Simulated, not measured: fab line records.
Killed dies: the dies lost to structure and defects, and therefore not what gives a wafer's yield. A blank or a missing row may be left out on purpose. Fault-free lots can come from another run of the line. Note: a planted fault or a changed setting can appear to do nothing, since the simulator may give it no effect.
Which tool is to blame? || flow nand_harc || Sampling: 11 lots, 33 wafers, 6 of 1159 route steps

WHAT THE GAUGES READ, wafer by wafer
NHARC_P_M1_CD_MEAS_09: target cd 130 nm. Usual: 130.1 nm for cd_nm, sd 0.6.
{"lot": "L794", "measured": "day 6 18:52", "on": "cd_sem-03", "cd_nm (nm)": "130.3 130.7 129.7", "flag": ""}
{"lot": "L793", "measured": "day 6 19:31", "on": "cd_sem-01", "cd_nm (nm)": "130.1 130.1 131.5", "flag": ""}
{"lot": "L792", "measured": "day 6 22:41", "on": "cd_sem-03", "cd_nm (nm)": "130.1 130.1 130.9", "flag": ""}
{"lot": "L796", "measured": "day 7 13:35", "on": "cd_sem-03", "cd_nm (nm)": "129.8 129.0 129.6", "flag": ""}
{"lot": "L803", "measured": "day 9 04:16", "on": "cd_sem-03", "cd_nm (nm)": "141.3 139.8 141.0", "flag": "OFF"}
{"lot": "L802", "measured": "day 9 14:01", "on": "cd_sem-02", "cd_nm (nm)": "141.6 142.4 141.2", "flag": "OFF"}
{"lot": "L808", "measured": "day 10 03:31", "on": "cd_sem-02", "cd_nm (nm)": "129.4 130.6 129.9", "flag": ""}
{"lot": "L810", "measured": "day 10 12:43", "on": "cd_sem-01", "cd_nm (nm)": "129.4 130.0 130.3", "flag": ""}
{"lot": "L809", "measured": "day 10 13:21", "on": "cd_sem-03", "cd_nm (nm)": "131.0 131.7 130.1", "flag": ""}
{"lot": "L811", "measured": "day 10 18:53", "on": "cd_sem-01", "cd_nm (nm)": "130.8 130.1 130.8", "flag": ""}
{"lot": "L813", "measured": "day 11 06:09", "on": "cd_sem-02", "cd_nm (nm)": "129.1 129.8 129.2", "flag": ""}

NHARC_END_SORT_01. Usual: defect_limited_yield 95.2 %, standard deviation 1.3; killed_at_array 29, standard deviation 9.4; killed_at_other 0.7, standard deviation 1.3; killed_at_periphery 2.9, standard deviation 2.1; killed_dies 32, standard deviation 9; killed_open 3.3, standard deviation 1.8; killed_short 1.9, standard deviation 1.4; sort_bin_2_pct 1.4 %, standard deviation 0.53; sort_bin_3_pct 0.28 %, standard deviation 0.21; sort_bin_4_pct 3.1 %, standard deviation 0.91; sort_n_pass 645, standard deviation 9; sort_rim_yield_pct 97.4 %, standard deviation 1.7; sort_yield_pct 95.2 %, standard deviation 1.3.
{"lot": "L811", "measured": "day 24 19:19", "on": "prober-02", "defect_limited_yield (%)": "95.7 94.7 94.2", "killed_at_array": "28 31 36", "killed_at_other": "0 0 0", "killed_at_periphery": "1 5 3", "killed_dies": "29 36 39", "killed_open": "5 6 6", "killed_short": "2 1 1", "sort_bin_2_pct (%)": "1.9 1.9 1.5", "sort_bin_3_pct (%)": "0.15 0.15 0.59", "sort_bin_4_pct (%)": "2.2 3.2 3.7", "sort_n_pass": "648 641 638", "sort_rim_yield_pct (%)": "100.0 97.2 95.3", "sort_yield_pct (%)": "95.7 94.7 94.2", "flag": ""}

TOOL THAT RAN EACH LOT (tool first, then ch and the chambers of the sampled wafers, then the start)
{"lot": "L794", "NHARC_P_M0_PRE_CLEAN_29": "pvd_sputter-01, day 6 16:46 or earlier", "NHARC_P_M0_ANNEAL_30": "rtp_anneal-02 ch 0, day 6 16:46", "NHARC_P_M1_PEB_07": "litho_track-06 ch 0, day 6 18:47", "NHARC_P_M1_ETCH_28": "rie_diel-02 ch 2,3, no start"}
{"lot": "L793", "NHARC_P_M0_PRE_CLEAN_29": "pvd_sputter-01, day 6 17:22 or earlier", "NHARC_P_M0_ANNEAL_30": "rtp_anneal-02 ch 0, day 6 17:22", "NHARC_P_M1_PEB_07": "litho_track-01 ch 0, day 6 19:26", "NHARC_P_M1_ETCH_28": "rie_diel-02 ch 1,3, no start"}
{"lot": "L792", "NHARC_P_M0_PRE_CLEAN_29": "pvd_sputter-01, day 6 20:37 or earlier", "NHARC_P_M0_ANNEAL_30": "rtp_anneal-02 ch 0, day 6 20:37", "NHARC_P_M1_PEB_07": "litho_track-01 ch 0, day 6 22:37", "NHARC_P_M1_ETCH_28": "rie_diel-02 ch 1,2,3, no start"}
{"lot": "L796", "NHARC_P_M0_PRE_CLEAN_29": "pvd_sputter-01, day 7 11:25 or earlier", "NHARC_P_M0_ANNEAL_30": "rtp_anneal-01 ch 0, day 7 11:25", "NHARC_P_M1_PEB_07": "litho_track-01 ch 0, day 7 13:31", "NHARC_P_M1_ETCH_28": "rie_diel-04 ch 0,2,3, no start"}
{"lot": "L803", "NHARC_P_M0_PRE_CLEAN_29": "pvd_sputter-02, day 9 02:05 or earlier", "NHARC_P_M0_ANNEAL_30": "rtp_anneal-02 ch 0, day 9 02:05", "NHARC_P_M1_PEB_07": "litho_track-01 ch 0, day 9 04:11", "NHARC_P_M1_ETCH_28": "rie_diel-04 ch 2,3, no start"}
{"lot": "L802", "NHARC_P_M0_PRE_CLEAN_29": "pvd_sputter-03, day 9 11:55 or earlier", "NHARC_P_M0_ANNEAL_30": "rtp_anneal-02 ch 0, day 9 11:55", "NHARC_P_M1_PEB_07": "litho_track-01 ch 0, day 9 13:56", "NHARC_P_M1_ETCH_28": "rie_diel-02 ch 0,1,2, no start"}
{"lot": "L808", "NHARC_P_M0_PRE_CLEAN_29": "pvd_sputter-01, day 10 01:03 or earlier", "NHARC_P_M0_ANNEAL_30": "rtp_anneal-01 ch 0, day 10 01:03", "NHARC_P_M1_PEB_07": "litho_track-04 ch 0, day 10 03:26", "NHARC_P_M1_ETCH_28": "rie_diel-02 ch 0,1, no start"}
{"lot": "L810", "NHARC_P_M0_PRE_CLEAN_29": "pvd_sputter-02, day 10 10:32 or earlier", "NHARC_P_M0_ANNEAL_30": "rtp_anneal-02 ch 0, day 10 10:32", "NHARC_P_M1_PEB_07": "litho_track-04 ch 0, day 10 12:38", "NHARC_P_M1_ETCH_28": "rie_diel-10 ch 0,1, no start"}
{"lot": "L809", "NHARC_P_M0_PRE_CLEAN_29": "pvd_sputter-01, day 10 11:08 or earlier", "NHARC_P_M0_ANNEAL_30": "rtp_anneal-01 ch 0, day 10 11:08", "NHARC_P_M1_PEB_07": "litho_track-06 ch 0, day 10 13:16", "NHARC_P_M1_ETCH_28": "rie_diel-02 ch 1,2,3, no start"}
{"lot": "L811", "NHARC_P_M0_PRE_CLEAN_29": "pvd_sputter-02, day 10 16:41 or earlier", "NHARC_P_M0_ANNEAL_30": "rtp_anneal-01 ch 0, day 10 16:41", "NHARC_P_M1_PEB_07": "litho_track-06 ch 0, day 10 18:49", "NHARC_P_M1_ETCH_28": "rie_diel-02 ch 0,3, day 24 19:19 or earlier"}
{"lot": "L813", "NHARC_P_M0_PRE_CLEAN_29": "pvd_sputter-03, day 11 03:55 or earlier", "NHARC_P_M0_ANNEAL_30": "rtp_anneal-02 ch 0, day 11 03:55", "NHARC_P_M1_PEB_07": "litho_track-06 ch 0, day 11 06:04", "NHARC_P_M1_ETCH_28": "rie_diel-10 ch 1,2, no start"}
- NHARC_P_M0_PRE_CLEAN_29: time 30 s.
- NHARC_P_M0_ANNEAL_30: time 90 s.
- NHARC_P_M1_PEB_07: peb time 65 s.
- NHARC_P_M1_ETCH_28: etches the open film in CF4/N2, target depth 30 nm, time 72.99 s.

AS READ BY THE TOOLS THEMSELVES (means over the sampled wafers that have a number; for cases with no such wafer, the mark the record gives instead)
NHARC_P_M0_PRE_CLEAN_29. Usual: 434 W for heater_power_w, sd 55.
{"lot": "L794", "tool": "pvd_sputter-01", "heater_power_w (W)": 408, "flag": ""}
{"lot": "L793", "tool": "pvd_sputter-01", "heater_power_w (W)": 440, "flag": ""}
{"lot": "L792", "tool": "pvd_sputter-01", "heater_power_w (W)": 466, "flag": ""}
{"lot": "L796", "tool": "pvd_sputter-01", "heater_power_w (W)": 463, "flag": ""}
{"lot": "L803", "tool": "pvd_sputter-02", "heater_power_w (W)": 399, "flag": ""}
{"lot": "L802", "tool": "pvd_sputter-03", "heater_power_w (W)": 462, "flag": ""}
{"lot": "L808", "tool": "pvd_sputter-01", "heater_power_w (W)": 447, "flag": ""}
{"lot": "L810", "tool": "pvd_sputter-02", "heater_power_w (W)": 446, "flag": ""}
{"lot": "L809", "tool": "pvd_sputter-01", "heater_power_w (W)": 440, "flag": ""}
{"lot": "L811", "tool": "pvd_sputter-02", "heater_power_w (W)": 388, "flag": ""}
{"lot": "L813", "tool": "pvd_sputter-03", "heater_power_w (W)": 419, "flag": ""}

NHARC_P_M0_ANNEAL_30. Usual: 225.79 for wafer_temp_C_max, sd 0.24.
{"lot": "L794", "tool": "rtp_anneal-02", "wafer_temp_C_max": 225.77, "flag": ""}
{"lot": "L793", "tool": "rtp_anneal-02", "wafer_temp_C_max": 225.56, "flag": ""}
{"lot": "L792", "tool": "rtp_anneal-02", "wafer_temp_C_max": 225.67, "flag": ""}
{"lot": "L796", "tool": "rtp_anneal-01", "wafer_temp_C_max": 226.22, "flag": ""}
{"lot": "L803", "tool": "rtp_anneal-02", "wafer_temp_C_max": 225.59, "flag": ""}
{"lot": "L802", "tool": "rtp_anneal-02", "wafer_temp_C_max": 225.76, "flag": ""}
{"lot": "L808", "tool": "rtp_anneal-01", "wafer_temp_C_max": 225.89, "flag": ""}
{"lot": "L810", "tool": "rtp_anneal-02", "wafer_temp_C_max": 225.47, "flag": ""}
{"lot": "L809", "tool": "rtp_anneal-01", "wafer_temp_C_max": 225.72, "flag": ""}
{"lot": "L811", "tool": "rtp_anneal-01", "wafer_temp_C_max": 225.94, "flag": ""}
{"lot": "L813", "tool": "rtp_anneal-02", "wafer_temp_C_max": 225.57, "flag": ""}

NHARC_P_M1_PEB_07. Usual: heater_power_total_W 156.6 W, standard deviation 0.44; plate_temp_C 100.02 C, standard deviation 0.13.
{"lot": "L794", "tool": "litho_track-06", "heater_power_total_W (W)": 156.7, "plate_temp_C (C)": 100.08, "flag": ""}
{"lot": "L793", "tool": "litho_track-01", "heater_power_total_W (W)": 156.4, "plate_temp_C (C)": 99.96, "flag": ""}
{"lot": "L792", "tool": "litho_track-01", "heater_power_total_W (W)": 156.8, "plate_temp_C (C)": 100.26, "flag": ""}
{"lot": "L796", "tool": "litho_track-01", "heater_power_total_W (W)": 156.5, "plate_temp_C (C)": 99.87, "flag": ""}
{"lot": "L803", "tool": "litho_track-01", "heater_power_total_W (W)": 164.0, "plate_temp_C (C)": 103.35, "flag": "OFF"}
{"lot": "L802", "tool": "litho_track-01", "heater_power_total_W (W)": 164.0, "plate_temp_C (C)": 103.46, "flag": "OFF"}
{"lot": "L808", "tool": "litho_track-04", "heater_power_total_W (W)": 156.7, "plate_temp_C (C)": 100.09, "flag": ""}
{"lot": "L810", "tool": "litho_track-04", "heater_power_total_W (W)": 157.0, "plate_temp_C (C)": 100.04, "flag": ""}
{"lot": "L809", "tool": "litho_track-06", "heater_power_total_W (W)": 156.5, "plate_temp_C (C)": 100.11, "flag": ""}
{"lot": "L811", "tool": "litho_track-06", "heater_power_total_W (W)": 156.6, "plate_temp_C (C)": 100.14, "flag": ""}
{"lot": "L813", "tool": "litho_track-06", "heater_power_total_W (W)": 156.3, "plate_temp_C (C)": 100.11, "flag": ""}

NHARC_P_M1_ETCH_28. Usual: drypump_motor_current_A 5.8 A, standard deviation 0.32; n2_flow_sccm 100.0 sccm, standard deviation 0.34; oes_product_au 1.002 a.u., standard deviation 0.01; rf_vpp_V 314.2 V, standard deviation 1.8; showerhead_plenum_p_Torr 2.62 Torr, standard deviation 0.091; throttle_valve_pct 19.794 %, standard deviation 0.0097.
{"lot": "L794", "tool": "rie_diel-02", "drypump_motor_current_A (A)": 6.0, "n2_flow_sccm (sccm)": 100.0, "oes_product_au (a.u.)": 1.002, "rf_vpp_V (V)": 315.2, "showerhead_plenum_p_Torr (Torr)": 2.69, "throttle_valve_pct (%)": 19.794, "flag": ""}
{"lot": "L793", "tool": "rie_diel-02", "drypump_motor_current_A (A)": 5.9, "n2_flow_sccm (sccm)": 100.5, "oes_product_au (a.u.)": 1.017, "rf_vpp_V (V)": 312.8, "showerhead_plenum_p_Torr (Torr)": 2.55, "throttle_valve_pct (%)": 19.801, "flag": ""}
{"lot": "L792", "tool": "rie_diel-02", "drypump_motor_current_A (A)": 6.0, "n2_flow_sccm (sccm)": 100.1, "oes_product_au (a.u.)": 1.009, "rf_vpp_V (V)": 314.1, "showerhead_plenum_p_Torr (Torr)": 2.62, "throttle_valve_pct (%)": 19.792, "flag": ""}
{"lot": "L796", "tool": "rie_diel-04", "drypump_motor_current_A (A)": 5.5, "n2_flow_sccm (sccm)": 100.4, "oes_product_au (a.u.)": 0.990, "rf_vpp_V (V)": 313.9, "showerhead_plenum_p_Torr (Torr)": 2.58, "throttle_valve_pct (%)": 19.795, "flag": ""}
{"lot": "L803", "tool": "rie_diel-04", "drypump_motor_current_A (A)": 5.2, "n2_flow_sccm (sccm)": 99.8, "oes_product_au (a.u.)": 1.005, "rf_vpp_V (V)": 313.0, "showerhead_plenum_p_Torr (Torr)": 2.53, "throttle_valve_pct (%)": 19.802, "flag": ""}
{"lot": "L802", "tool": "rie_diel-02", "drypump_motor_current_A (A)": 5.9, "n2_flow_sccm (sccm)": 100.0, "oes_product_au (a.u.)": 1.013, "rf_vpp_V (V)": 315.3, "showerhead_plenum_p_Torr (Torr)": 2.68, "throttle_valve_pct (%)": 19.795, "flag": ""}
{"lot": "L808", "tool": "rie_diel-02", "drypump_motor_current_A (A)": 5.8, "n2_flow_sccm (sccm)": 100.4, "oes_product_au (a.u.)": 1.012, "rf_vpp_V (V)": 315.4, "showerhead_plenum_p_Torr (Torr)": 2.67, "throttle_valve_pct (%)": 19.788, "flag": ""}
{"lot": "L810", "tool": "rie_diel-10", "drypump_motor_current_A (A)": 5.7, "n2_flow_sccm (sccm)": 99.9, "oes_product_au (a.u.)": 0.995, "rf_vpp_V (V)": 314.2, "showerhead_plenum_p_Torr (Torr)": 2.62, "throttle_valve_pct (%)": 19.792, "flag": ""}
{"lot": "L809", "tool": "rie_diel-02", "drypump_motor_current_A (A)": 6.0, "n2_flow_sccm (sccm)": 99.6, "oes_product_au (a.u.)": 1.002, "rf_vpp_V (V)": 313.8, "showerhead_plenum_p_Torr (Torr)": 2.62, "throttle_valve_pct (%)": 19.794, "flag": ""}
{"lot": "L811", "tool": "rie_diel-02", "drypump_motor_current_A (A)": 5.8, "n2_flow_sccm (sccm)": 100.0, "oes_product_au (a.u.)": 0.999, "rf_vpp_V (V)": 314.1, "showerhead_plenum_p_Torr (Torr)": 2.65, "throttle_valve_pct (%)": 19.804, "flag": ""}
{"lot": "L813", "tool": "rie_diel-10", "drypump_motor_current_A (A)": 5.5, "n2_flow_sccm (sccm)": 100.1, "oes_product_au (a.u.)": 0.998, "rf_vpp_V (V)": 312.8, "showerhead_plenum_p_Torr (Torr)": 2.53, "throttle_valve_pct (%)": 19.788, "flag": ""}

THE ANSWER, worked out from the rows above alone
Rule: lot off if the mean of its wafers having a number is beyond 3 standard deviations from the usual mean. A lot without any number at a reading at which 4 lots or more have one is off too. Where the step has rows for the other lots, those lots are counted as sound. After the gauges, taken in route order, come the tools' own readings; for these a lot's mean is taken, as printed above. At the first step where some lot is off, the reading lying furthest off is the one used; lots without a number count as furthest.
Off: L803, L802, at NHARC_P_M1_CD_MEAS_09 (cd_nm).
A tool fits if, at a process step before that reading, it ran every lot that is off, and no sound lot after the first of them. Not tried: the gauges at NHARC_P_M1_CD_MEAS_09; whatever is off there is also off at NHARC_P_M1_PEB_07, on other tools, and gauge error can't account for it. Because NHARC_P_M0_PRE_CLEAN_29 lacks a start for some lots, the hours and order of its lots are taken from NHARC_P_M0_ANNEAL_30. One fits: NHARC_P_M1_PEB_07 on litho_track-01. A fault onset in the window from L796 (day 7 13:31, its last sound lot) to L803 (day 9 04:11, its first lot off) fits.
The tool's own readings at NHARC_P_M1_PEB_07 bear it out: on the lots that are off they differ by more than 5 times the standard deviation of the sound lots' means. heater_power_total_W reads 164.0 W there against 156.6 W on the sound lots; plate_temp_C reads 103.41 C there against 100.07 C on the sound lots.

WHAT HAD BEEN PUT IN BY THE SIMULATOR
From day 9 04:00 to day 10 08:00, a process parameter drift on litho_track-01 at NHARC_P_M1_PEB_07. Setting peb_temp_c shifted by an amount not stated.
Shown lots that were struck: L803, L802. The rule above reached the same finding.
